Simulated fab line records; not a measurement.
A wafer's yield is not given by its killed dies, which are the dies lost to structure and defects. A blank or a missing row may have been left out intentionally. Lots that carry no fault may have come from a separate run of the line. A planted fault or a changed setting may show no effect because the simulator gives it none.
fab line records	flow n5_finfet
record: lots: 7	wafers: 20	last_day: 17
route steps=1938 shown BEOL_M4@1089 PASSIVATION@1936
lots untouched by any fault: they come from a run of this same line in which no faults occurred
start_h: start of the lot's first displayed wafer, in hours after the record's first day	wait_h: time in hours since the lot's previous step	" unchanged from the row above	L1.1+2: a single row standing in for several wafers	- either no value or no given start	* or withheld: withheld	< > ~ a bound
route shown NAME@n: a module of which the file shows steps, and the number in the route of the first	usual: average and standard deviation across the fault-free wafers	same: alike in all rows	chamber/n: place in a boat	sites: each site's reading	_std_site: standard deviation of those values	_edge_site: outer sites' mean less inner sites'	radius_mm: for every site, how far away it sits from the centre of the wafer	mask NAME#n: copy n	behind: the last tool/chamber to shape the wafer	hold: what put the lot on hold/how long, in hours/how the hold closed	device: the transistor (n, p or np) that didn't switch	end of line: the tests these same wafers got at the end of their route	a step without rows: its recipe alone	killed: at the first sort, the dies lost to defects and structure; wafer yield is something else	map: shows each die of a wafer: x if killed, . if not, _ if none is there
set.NAME: the setting as run; set.NAME@STEP: as run at that earlier step	model.NAME: the simulator's own value behind a step, which no gauge read
a table for each step, a row for each wafer; lots at some steps of the route
services: when a tool's chamber went out of use (start_h, in hours from the record's first day, below 0 if earlier), for how many hours, and the reason
== steps ==
step: N5_BEOL_M4_ANNEAL_82
recipe: temp_c: 400	time_s: 240	ambient: vacuum
step: N5_BEOL_M4_SPUTTER_86
recipe: material: Cu	target_thk_a: 45	temp_c: -20	chamber_pressure_pa: 0.07	power_w: withheld	time_s: 8.29
usual: throttle_valve_pct: 30.3/1.1
lot.wafer	tool	chamber	start_h	wait_h	throttle_valve_pct
L507.1	pvd_sputter-01	-	196.11	0.1	30.1
L507.3	"	-	"	"	31.5
L507.5	"	-	"	"	29.4
L509.2	pvd_sputter-01	-	205.29	0.1	31.7
L509.4	"	-	"	"	29.2
L509.6	"	-	"	"	30.1
L510.1	pvd_sputter-01	-	213.19	0.1	29.8
L510.2	"	-	"	"	29.2
L510.6	"	-	"	"	31.6
L511.3	pvd_sputter-03	-	223.09	0.1	28.1
L511.4	"	-	"	"	31.4
L519.2	pvd_sputter-01	-	267.25	0.1	29.3
L519.3	"	-	"	"	31.7
L519.5	"	-	"	"	29.6
L522.1	pvd_sputter-02	-	289.35	0.1	30.1
L522.2	"	-	"	"	30.3
L522.4	"	-	"	"	31.8
L524.3	pvd_sputter-03	-	297.13	0.1	30.4
L524.5	"	-	"	"	31.6
L524.6	"	-	"	"	30.4
step: N5_BEOL_M4_ANNEAL_87
recipe: temp_c: 400	time_s: 240	ambient: vacuum
step: N5_BEOL_M4_SPUTTER_88
recipe: material: Cu	target_thk_a: 45	temp_c: -20	chamber_pressure_pa: 0.07	power_w: withheld	time_s: 8.29
usual: throttle_valve_pct: 30.3/1.1
lot.wafer	tool	chamber	start_h	wait_h	throttle_valve_pct
L507.1	pvd_sputter-01	-	196.33	0.1	30.0
L507.3	"	-	"	"	31.8
L507.5	"	-	"	"	29.4
L509.2	pvd_sputter-01	-	205.51	0.1	31.7
L509.4	"	-	"	"	29.1
L509.6	"	-	"	"	30.0
L510.1	pvd_sputter-01	-	213.41	0.1	29.6
L510.2	"	-	"	"	29.3
L510.6	"	-	"	"	31.8
L511.3	pvd_sputter-03	-	223.31	0.1	28.2
L511.4	"	-	"	"	31.6
L519.2	pvd_sputter-01	-	267.47	0.1	29.3
L519.3	"	-	"	"	31.4
L519.5	"	-	"	"	29.4
L522.1	pvd_sputter-02	-	289.57	0.1	30.1
L522.2	"	-	"	"	30.3
L522.4	"	-	"	"	32.2
L524.3	pvd_sputter-03	-	297.35	0.1	30.6
L524.5	"	-	"	"	31.8
L524.6	"	-	"	"	30.4
step: N5_BEOL_M4_ANNEAL_89
recipe: temp_c: 400	time_s: 240	ambient: vacuum
step: N5_BEOL_M4_SPUTTER_90
recipe: material: Cu	target_thk_a: 45	temp_c: -20	chamber_pressure_pa: 0.07	power_w: withheld	time_s: 8.29
usual: throttle_valve_pct: 30.3/1.1
lot.wafer	tool	chamber	start_h	wait_h	throttle_valve_pct
L507.1	pvd_sputter-01	-	196.55	0.1	29.9
L507.3	"	-	"	"	31.9
L507.5	"	-	"	"	29.3
L509.2	pvd_sputter-01	-	205.73	0.1	31.7
L509.4	"	-	"	"	29.2
L509.6	"	-	"	"	30.0
L510.1	pvd_sputter-01	-	213.63	0.1	29.9
L510.2	"	-	"	"	29.5
L510.6	"	-	"	"	31.8
L511.3	pvd_sputter-03	-	223.53	0.1	28.2
L511.4	"	-	"	"	31.5
L519.2	pvd_sputter-01	-	267.69	0.1	29.3
L519.3	"	-	"	"	31.6
L519.5	"	-	"	"	29.4
L522.1	pvd_sputter-02	-	289.79	0.1	30.2
L522.2	"	-	"	"	30.3
L522.4	"	-	"	"	31.8
L524.3	pvd_sputter-03	-	297.57	0.1	30.6
L524.5	"	-	"	"	31.4
L524.6	"	-	"	"	30.6
step: N5_BEOL_M4_ANNEAL_91
recipe: temp_c: 400	time_s: 240	ambient: vacuum
step: N5_BEOL_M4_SPUTTER_92
recipe: material: Cu	target_thk_a: 45	temp_c: -20	chamber_pressure_pa: 0.07	power_w: withheld	time_s: 8.29
step: N5_BEOL_M4_ANNEAL_93
recipe: temp_c: 400	time_s: 240	ambient: vacuum
usual: heater_power_w: 828/77
lot.wafer	tool	chamber	start_h	wait_h	heater_power_w
L507.1	pvd_sputter-01	-	196.85	0.0	784
L507.3	"	-	"	"	701
L507.5	"	-	"	"	873
L509.2	pvd_sputter-01	-	206.03	0.0	702
L509.4	"	-	"	"	911
L509.6	"	-	"	"	811
L510.1	pvd_sputter-01	-	213.93	0.0	713
L510.2	"	-	"	"	882
L510.6	"	-	"	"	716
L511.3	pvd_sputter-03	-	223.83	0.0	750
L511.4	"	-	"	"	845
L519.2	pvd_sputter-01	-	267.99	0.0	873
L519.3	"	-	"	"	711
L519.5	"	-	"	"	869
L522.1	pvd_sputter-02	-	290.09	0.0	937
L522.2	"	-	"	"	796
L522.4	"	-	"	"	932
L524.3	pvd_sputter-03	-	297.87	0.0	900
L524.5	"	-	"	"	871
L524.6	"	-	"	"	920
step: N5_BEOL_M4_SPUTTER_94
recipe: material: Cu	target_thk_a: 45	temp_c: -20	chamber_pressure_pa: 0.07	power_w: withheld	time_s: 8.29
step: N5_BEOL_M4_ANNEAL_95
recipe: temp_c: 400	time_s: 240	ambient: vacuum
usual: heater_power_w: 832/80
lot.wafer	tool	chamber	start_h	wait_h	heater_power_w
L507.1	pvd_sputter-01	-	197.07	0.0	815
L507.3	"	-	"	"	702
L507.5	"	-	"	"	847
L509.2	pvd_sputter-01	-	206.25	0.0	734
L509.4	"	-	"	"	886
L509.6	"	-	"	"	792
L510.1	pvd_sputter-01	-	214.15	0.0	714
L510.2	"	-	"	"	883
L510.6	"	-	"	"	684
L511.3	pvd_sputter-03	-	224.05	0.0	767
L511.4	"	-	"	"	847
L519.2	pvd_sputter-01	-	268.21	0.0	856
L519.3	"	-	"	"	701
L519.5	"	-	"	"	890
L522.1	pvd_sputter-02	-	290.31	0.0	929
L522.2	"	-	"	"	781
L522.4	"	-	"	"	960
L524.3	pvd_sputter-03	-	298.09	0.0	917
L524.5	"	-	"	"	856
L524.6	"	-	"	"	911
step: N5_BEOL_M4_SPUTTER_96
recipe: material: Cu	target_thk_a: 45	temp_c: -20	chamber_pressure_pa: 0.07	power_w: withheld	time_s: 8.29
step: N5_BEOL_M4_ECD_50
recipe: material: Cu	target_thk_a: 3000
lot.wafer	tool	chamber	start_h	wait_h	model.Cu_of_BEOL_M4_ECD_50.thk_nm
L507.1	ecd_cu-02	1	197.33	0.1	301.4
L507.3	"	0	"	"	305
L507.5	"	1	"	"	298.2
L509.2	ecd_cu-02	1	206.50	0.1	422.4
L509.4	"	0	"	"	295
L509.6	"	0	"	"	296.8
L510.1	ecd_cu-02	0	214.40	0.1	301.2
L510.2	"	1	"	"	421.8
L510.6	"	1	"	"	296
L511.3	ecd_cu-02	0	224.33	0.1	419.2
L511.4	"	1	"	"	301
L519.2	ecd_cu-01	0	268.47	0.1	299.4
L519.3	"	0	"	"	298.6
L519.5	"	0	"	"	300
L522.1	ecd_cu-02	0	290.56	0.1	299.4
L522.2	"	1	"	"	300.6
L522.4	"	1	"	"	303.2
L524.3	ecd_cu-02	1	298.37	0.1	297.8
L524.5	"	1	"	"	300.8
L524.6	"	0	"	"	298.8
step: N5_BEOL_M4_ANNEAL_51
recipe: temp_c: 225	time_s: 90	ambient: N2
step: N5_BEOL_M4_CMP_52
recipe: stop_on: SiOC	t_overpolish_s: 6.8	down_force_psi: 1	platen_rpm: 50	clearing_platen_down_force_psi: 1.5	clearing_platen_rpm: 50	post_cmp_clean: cu_alkaline	target_thk_nm: 40	clearing_platen_pad_velocity_m_s: 0.99484	pad_velocity_m_s: 0.99484
usual: motor_current_A: 5.9/0.78	pad_life_wafers: 1158/760	time_to_endpoint_s: 63.4/2.7
lot.wafer	tool	chamber	start_h	wait_h	motor_current_A	pad_life_wafers	time_to_endpoint_s
L507.1	cmp-02	0	197.77	0.3	6.4	1861	66.9
L507.3	"	2	"	"	5.9	1863	68.3
L507.5	"	3	"	"	6.1	-	65.1
L509.2	cmp-01	2	206.96	0.3	4.9	1484	92.9
L509.4	"	3	"	"	5.5	1485	61.8
L509.6	"	1	"	"	6.2	-	62.7
L510.1	cmp-02	0	214.84	0.3	6.3	2004	64.3
L510.2	"	1	"	"	7.5	2005	86.2
L510.6	"	0	"	"	6.5	-	60.9
L511.3	cmp-04	3	224.79	0.2	4.8	1310	87.9
L511.4	"	0	"	"	4.6	1311	63.1
L519.2	cmp-04	2	268.84	0.2	5.5	1662	61.8
L519.3	"	3	"	"	4.8	1663	62.0
L519.5	"	2	"	"	5.3	-	61.6
L522.1	cmp-01	1	290.96	0.3	6.5	90	63.2
L522.2	"	2	"	"	4.9	91	63.3
L522.4	"	3	"	"	5.5	92	62.1
L524.3	cmp-01	0	299.07	0.2	5.2	158	61.1
L524.5	"	2	"	"	4.8	-	64.7
L524.6	"	3	"	"	5.6	-	62.5
step: N5_BEOL_M4_THK_MEAS_53
recipe: thk_meas_gauge: xrf	reads: Cu_of_BEOL_M4_ECD_50
usual: M4_THK: 40.6/1.1
lot.wafer	tool	chamber	start_h	wait_h	M4_THK[nm]
L507.1	film_metro-02	-	198.02	-	43.3
L507.3	"	-	"	"	41.2
L507.5	"	-	"	"	41.4
L509.2	film_metro-01	-	207.17	-	40.6
L509.4	"	-	"	"	40.3
L509.6	"	-	"	"	39.2
L510.1	film_metro-01	-	215.13	-	39.2
L510.2	"	-	"	"	38.7
L510.6	"	-	"	"	40.3
L511.3	film_metro-02	-	225.01	-	41.3
L511.4	"	-	"	"	41.8
L519.2	film_metro-01	-	269.14	-	43.2
L519.3	"	-	"	"	41.4
L519.5	"	-	"	"	42.7
L522.1	film_metro-01	-	291.25	-	39.0
L522.2	"	-	"	"	40.6
L522.4	"	-	"	"	39.9
L524.3	film_metro-02	-	299.29	-	39.6
L524.5	"	-	"	"	41.8
L524.6	"	-	"	"	38.3
step: N5_BEOL_M4_RC_MEAS_101
usual: DIBL_N: 35.8/1.4	DIBL_P: 35.8/1.6	IOFF_N: 0.152/0.021	IOFF_P: 0.204/0.027	ION_N: 672/8.7	ION_P: 461/6.2	SS_N: 71.5/0.54	SS_P: 73.1/0.57	VT_N: 250.0/2.5	VT_P: -250.6/2.7
lot.wafer	tool	chamber	start_h	wait_h	DIBL_N[mV/V]	DIBL_P[mV/V]	IOFF_N[nA/um]	IOFF_P[nA/um]	ION_N[uA/um]	ION_P[uA/um]	SS_N[mV/dec]	SS_P[mV/dec]	VT_N[mV]	VT_P[mV]
L507.1	prober-01	0	198.42	0.0	38.4	36.1	0.174	0.258	688	475	71.2	73.6	246.6	-247.0
L507.3	"	0	"	"	38.6	36.0	0.176	0.247	694	477	71.5	73.2	250.5	-247.0
L507.5	"	0	"	"	37.8	35.3	0.165	0.242	689	472	72.0	73.5	246.7	-247.8
L509.2	prober-01	0	207.64	0.2	37.5	39.9	0.183	0.255	678	469	72.1	74.3	251.1	-249.8
L509.4	"	0	"	"	36.0	36.9	0.151	0.204	676	458	71.3	72.3	251.3	-253.3
L509.6	"	0	"	"	35.9	37.8	0.158	0.212	674	466	70.8	72.8	251.1	-249.1
L510.1	prober-02	0	215.44	0.0	36.6	36.9	0.158	0.227	672	464	71.2	73.8	251.4	-249.1
L510.2	"	0	"	"	35.5	35.8	0.142	0.204	673	468	70.6	73.1	250.9	-252.8
L510.6	"	0	"	"	34.8	34.8	0.130	0.199	663	458	70.9	73.7	252.8	-250.9
L511.3	prober-02	0	225.63	0.3	33.8	34.4	0.123	0.185	673	463	71.0	72.3	251.4	-248.0
L511.4	"	0	"	"	35.0	35.7	0.135	0.198	671	463	70.9	72.3	250.8	-249.4
L519.2	prober-01	0	269.66	0.2	38.3	36.9	0.174	0.213	682	463	71.7	73.8	251.5	-252.8
L519.3	"	0	"	"	39.6	38.4	0.219	0.236	689	463	72.6	74.0	244.3	-249.1
L519.5	"	0	"	"	36.5	35.1	0.154	0.183	671	452	71.6	73.1	248.2	-254.8
L522.1	prober-01	0	291.56	0.0	36.3	35.9	0.163	0.243	673	463	71.8	73.6	250.0	-248.4
L522.2	"	0	"	"	36.5	35.0	0.161	0.220	669	461	72.2	72.5	249.1	-248.7
L522.4	"	0	"	"	36.1	35.4	0.157	0.228	666	462	72.5	73.6	251.5	-249.4
L524.3	prober-02	0	299.94	0.3	32.4	33.1	0.109	0.152	646	444	71.2	72.0	254.5	-252.9
L524.5	"	0	"	"	33.2	34.5	0.126	0.157	658	458	71.2	73.1	253.4	-254.6
L524.6	"	0	"	"	33.7	34.2	0.128	0.160	653	445	71.1	72.3	251.8	-252.1
step: N5_PASSIVATION_PROBE_49
usual: defect_limited_yield: 91.6/1.4	killed_at_M0_to_M3: 33/9.7	killed_at_M4_up: 13/5.4	killed_at_contacts: 13/6.6	killed_at_front_end: 36/11	killed_at_other: 3.9/3	killed_dies: 99/16	killed_open: 66/12	killed_short: 32/7.9	sort_bin_5_function: 4.9/0.9	sort_bin_6_memory: 3.2/0.67	sort_n_pass: 1081/16	sort_yield_pct: 91.6/1.4
same: gross_dies: 1180	killed_at_back_side: 0	sort_bin_4_leakage[%]: 0	sort_bin_8_speed[%]: 0
lot.wafer	tool	chamber	start_h	wait_h	defect_limited_yield[%]	killed_at_M0_to_M3	killed_at_M4_up	killed_at_contacts	killed_at_front_end	killed_at_other	killed_dies	killed_open	killed_short	sort_bin_5_function[%]	sort_bin_6_memory[%]	sort_n_pass	sort_yield_pct[%]
L510.1	prober-01	-	323.11	0.0	89.5	51	21	7	36	9	124	76	46	6.3	3.9	1056	89.5
L510.2	prober-01	-	323.16	0.1	93.7	32	4	9	25	4	74	54	20	3.6	2.6	1106	93.7
L510.6	prober-01	-	323.36	0.3	90.6	44	20	15	27	5	111	70	41	5.8	3.6	1069	90.6
L522.1	prober-02	-	388.19	0.0	91.4	21	13	12	49	7	102	68	34	5.7	2.6	1078	91.4
L522.2	prober-02	-	388.24	0.1	90.9	31	11	7	53	5	107	64	42	5.9	2.8	1073	90.9
L522.4	prober-02	-	388.34	0.2	91.6	27	18	5	43	6	99	67	32	5.4	2.8	1081	91.6
L524.3	prober-02	-	404.74	0.1	93.0	17	14	13	38	1	83	63	19	4.2	2.7	1097	93.0
L524.5	prober-02	-	404.84	0.2	90.0	34	17	11	47	9	118	80	36	6.2	3.6	1062	90.0
L524.6	prober-02	-	404.89	0.3	91.3	36	13	7	40	7	103	75	27	5.0	3.6	1077	91.3
killed by level:class
L510.1 BEOL_M0_SAQP:geometric_particle:open=16 BEOL_M0_SAQP:geometric_particle:short=16 STI_FIN_REVEAL:geometric_particle:open=13 BEOL_M4:geometric_particle:open=8 DUMMY_GATE:geometric_particle:open=5 GATE_CUT:geometric_particle:short=5 BEOL_M2:geometric_particle:open=5 BEOL_M3:geometric_particle:open=5
L510.2 STI_FIN_REVEAL:geometric_particle:open=8 MOL_CONTACT_COAG:geometric_particle:open=8 BEOL_M0_SAQP:geometric_particle:open=8 BEOL_M3:geometric_particle:open=7 BEOL_M0_SAQP:geometric_particle:short=6 FIN_SAQP:geometric_particle:open=4 DUMMY_GATE:geometric_particle:open=4 BEOL_M2:geometric_particle:open=4
L510.6 MOL_CONTACT_COAG:geometric_particle:open=12 BEOL_M0_SAQP:geometric_particle:short=12 BEOL_M0_SAQP:geometric_particle:open=12 BEOL_M3:geometric_particle:open=10 FIN_SAQP:geometric_particle:open=7 BEOL_M4:geometric_particle:open=7 FIN_SAQP:geometric_particle:short=5 STI_FIN_REVEAL:geometric_particle:open=4
L522.1 FIN_SAQP:geometric_particle:short=16 MOL_CONTACT_COAG:geometric_particle:open=11 FIN_SAQP:geometric_particle:open=8 BEOL_M4:geometric_particle:open=6 STI_FIN_REVEAL:geometric_particle:open=5 BEOL_M0_SAQP:geometric_particle:open=5 BEOL_M3:geometric_particle:open=5 DUMMY_GATE:geometric_particle:open=4
L522.2 FIN_SAQP:geometric_particle:short=13 GATE_CUT:geometric_particle:open=9 BEOL_M2:geometric_particle:open=8 FIN_SAQP:geometric_particle:open=7 GATE_CUT:geometric_particle:short=7 BEOL_M0_SAQP:geometric_particle:short=7 MOL_CONTACT_COAG:geometric_particle:open=6 BEOL_M0_SAQP:geometric_particle:open=6
L522.4 BEOL_M1:geometric_particle:open=8 BEOL_M4:geometric_particle:open=8 BEOL_M3:geometric_particle:open=8 FIN_SAQP:geometric_particle:short=6 FIN_SAQP:geometric_particle:open=5 MOL_CONTACT_COAG:geometric_particle:open=5 STARTING-WAFER:geometric_particle:open=5 GATE_CUT:geometric_particle:open=4
L524.3 MOL_CONTACT_COAG:geometric_particle:open=12 STI_FIN_REVEAL:geometric_particle:open=12 BEOL_M2:geometric_particle:open=7 BEOL_M4:geometric_particle:open=7 FIN_SAQP:geometric_particle:open=5 ILD0:geometric_particle:open=5 BEOL_M0_SAQP:geometric_particle:open=4 STARTING-WAFER:geometric_particle:short=4
L524.5 FIN_SAQP:geometric_particle:open=15 STI_FIN_REVEAL:geometric_particle:open=13 MOL_CONTACT_COAG:geometric_particle:open=9 BEOL_M4:geometric_particle:open=7 BEOL_M0_SAQP:geometric_particle:open=7 FIN_SAQP:geometric_particle:short=6 BEOL_M0_SAQP:geometric_particle:short=6 BEOL_M2:geometric_particle:open=6
L524.6 BEOL_M2:geometric_particle:open=20 STI_FIN_REVEAL:geometric_particle:open=14 FIN_SAQP:geometric_particle:open=8 FIN_SAQP:geometric_particle:short=7 BEOL_M4:geometric_particle:open=7 MOL_CONTACT_COAG:geometric_particle:open=6 BEOL_M0_SAQP:geometric_particle:open=5 PAD_METAL:geometric_particle:open=4
== services ==
tool	chamber	start_h	hours	kind
cmp-01	-	195.05	4.0	repair
cmp-01	-	202.53	2.6	repair
cmp-04	-	213.85	2.0	repair
cmp-02	-	217.07	4.0	pm
cmp-02	-	221.07	-	consumable_replace:conditioner
cmp-02	-	221.07	-	consumable_replace:pad
cmp-02	-	236.73	3.6	pm
ecd_cu-02	-	240.35	4.2	repair
cmp-01	-	276.89	4.0	pm
cmp-01	-	280.89	-	consumable_replace:conditioner
cmp-01	-	280.89	-	consumable_replace:pad
cmp-02	-	282.84	3.9	repair
cmp-04	-	285.55	4.9	pm
== key ==
first_sign: step: N5_BEOL_M4_CMP_52	reading: time_to_endpoint_s	direction: up	sigmas: 9.4	usual: *	struck: *
effect none on later readings
model_effect: step: N5_BEOL_M4_ECD_50	value: Cu_of_BEOL_M4_ECD_50.thk_nm	without: 296.1	struck: 421.1
met_at N5_BEOL_M4_ECD_50
struck_wafers L509.2,L510.2,L511.3
onset_between 197.33 206.50
fault: kind: process_parameter_drift	tool: ecd_cu-02	chamber: -	onset_h: 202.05	steps: N5_BEOL_M4_ECD_50	channel: target_thk_a	offset: *	shape: step	end_h: 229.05	scope: struck_wafers_only	acts_in: *	stated: *
